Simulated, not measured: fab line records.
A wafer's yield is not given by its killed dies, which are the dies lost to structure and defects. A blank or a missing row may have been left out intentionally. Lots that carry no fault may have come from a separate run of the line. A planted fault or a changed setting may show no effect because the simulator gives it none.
Which tool is to blame? -- flow nand-harc -- 36 wafers from 12 lots sampled at 6 of the route's 1302 steps

WHAT EACH GAUGE READ, for each wafer
NHARC_P_M2_CD_MEAS_09: target cd 170 nm.
lot,measured,on,cd-nm (nm)
L075,day 6 21:16,cd-sem-02,171.1 170.8 171.2
L078,day 8 04:18,cd-sem-01,170.7 170.2 169.9
L079,day 8 17:16,cd-sem-02,170.1 169.5 170.4
L080,day 9 08:38,cd-sem-01,170.1 171.0 169.5
L083,day 10 04:54,cd-sem-03,170.7 169.1 170.4
L085,day 11 05:07,cd-sem-01,170.7 170.3 170.5
L087,day 12 07:59,cd-sem-02,171.0 171.9 171.1
L089,day 12 13:30,cd-sem-03,170.3 169.5 169.7
L091,day 13 14:48,cd-sem-02,170.7 170.7 170.0
L093,day 14 15:58,cd-sem-01,169.1 170.9 170.0
L095,day 15 10:50,cd-sem-02,169.7 170.2 169.4
L097,day 15 19:33,cd-sem-03,170.8 169.4 171.3

EACH LOT AND THE TOOL THAT RAN IT (in order: tool; ch and the chambers of the sampled wafers; start)
lot,NHARC_P_M0_ETCH_34,NHARC_P_M1_DESCUM_14,NHARC_P_M1_DEGAS_29,NHARC_P_M1_ANNEAL_31,NHARC_P_M1_CMP_23
L075,"rie-diel-02 ch 0,3, day 6 12:50","rie-diel-10 ch 2,3, day 6 16:59","pvd-sputter-03, day 6 18:26","rtp-anneal-01 ch 0, day 6 19:11","cmp-01 ch 0,1,2, day 6 19:34"
L078,"rie-diel-02 ch 0,3, day 7 20:26","rie-diel-03 ch 1,2, day 8 00:20","pvd-sputter-01, day 8 01:23","rtp-anneal-01 ch 0, day 8 02:08","cmp-01 ch 1,2, day 8 02:26"
L079,"rie-diel-02 ch 1,2, day 8 09:17","rie-diel-10 ch 1,2, day 8 13:11","pvd-sputter-03, day 8 14:14","rtp-anneal-01 ch 0, day 8 15:00","cmp-02 ch 0,1,2, day 8 15:26"
L080,"rie-diel-06 ch 2,3, day 9 00:39","rie-diel-03 ch 0,1, day 9 04:36","pvd-sputter-01, day 9 05:40","rtp-anneal-02 ch 0, day 9 06:31","cmp-01 ch 0,1,2, day 9 06:49"
L083,"rie-diel-06 ch 1,3, day 9 20:51","rie-diel-03 ch 0,1,2, day 10 00:53","pvd-sputter-03, day 10 01:55","rtp-anneal-02 ch 0, day 10 02:39","cmp-02 ch 0,1,3, day 10 03:04"
L085,"rie-diel-02 ch 1,3, day 10 21:15","rie-diel-10 ch 0,1,3, day 11 01:08","pvd-sputter-01, day 11 02:09","rtp-anneal-01 ch 0, day 11 02:56","cmp-04 ch 0,2, day 11 03:16"
L087,"rie-diel-02 ch 1,2,3, day 11 23:45","rie-diel-03 ch 0,1,2, day 12 03:49","pvd-sputter-02, day 12 04:50","rtp-anneal-01 ch 0, day 12 05:34","cmp-04 ch 0,1,3, day 12 05:55"
L089,"rie-diel-02 ch 0,1,2, day 12 04:56","rie-diel-10 ch 0,1,2, day 12 09:13","pvd-sputter-02, day 12 10:17","rtp-anneal-01 ch 0, day 12 11:16","cmp-02 ch 0,2,3, day 12 11:36"
L091,"rie-diel-02 ch 0,3, day 13 06:54","rie-diel-10 ch 1,2, day 13 10:49","pvd-sputter-01, day 13 11:52","rtp-anneal-01 ch 0, day 13 12:41","cmp-04 ch 1,2,3, day 13 13:01"
L093,"rie-diel-02 ch 0,1,3, day 14 08:06","rie-diel-10 ch 0,1, day 14 12:02","pvd-sputter-01, day 14 13:04","rtp-anneal-01 ch 0, day 14 13:48","cmp-02 ch 0,1,3, day 14 14:11"
L095,"rie-diel-01 ch 0,2,3, day 15 02:47","rie-diel-10 ch 1,2,3, day 15 06:42","pvd-sputter-03, day 15 07:44","rtp-anneal-02 ch 0, day 15 08:28","cmp-02 ch 2,3, day 15 08:50"
L097,"rie-diel-02 ch 1,2,3, day 15 11:38","rie-diel-03 ch 0,1, day 15 15:37","pvd-sputter-01, day 15 16:40","rtp-anneal-02 ch 0, day 15 17:26","cmp-02 ch 1,2,3, day 15 17:47"
- NHARC_P_M0_ETCH_34: etches the open film in N2/H2, target depth 40 nm, overetch 12 nm, time 43.94 s.
- NHARC_P_M1_DESCUM_14: chemistry O2, time 3 s.
- NHARC_P_M1_DEGAS_29: time 60 s.
- NHARC_P_M1_ANNEAL_31: time 90 s.
- NHARC_P_M1_CMP_23: polishes, t overpolish 20 s, target thk 157.82 nm.

THE ANSWER, worked out from the rows above alone
Rule: the usual values come from the lots themselves. Put in order of their means at a reading, lots are off if they are a third of the lots or fewer, leave a main group of 4 or more, and stand apart from it by a gap of 3 or more times the standard deviation of the main group's means; of several such gaps the widest counts. The tables above print the reading to a certain number of digits; a main group whose means all agree to those digits is not used. Also off: a lot with no number at a reading for which 4 or more lots have one. Any other lot the step has rows for is counted as sound.
Nothing can be told from this: no lot is off at any reading shown.

WHAT WAS PUT IN BY THE SIMULATOR
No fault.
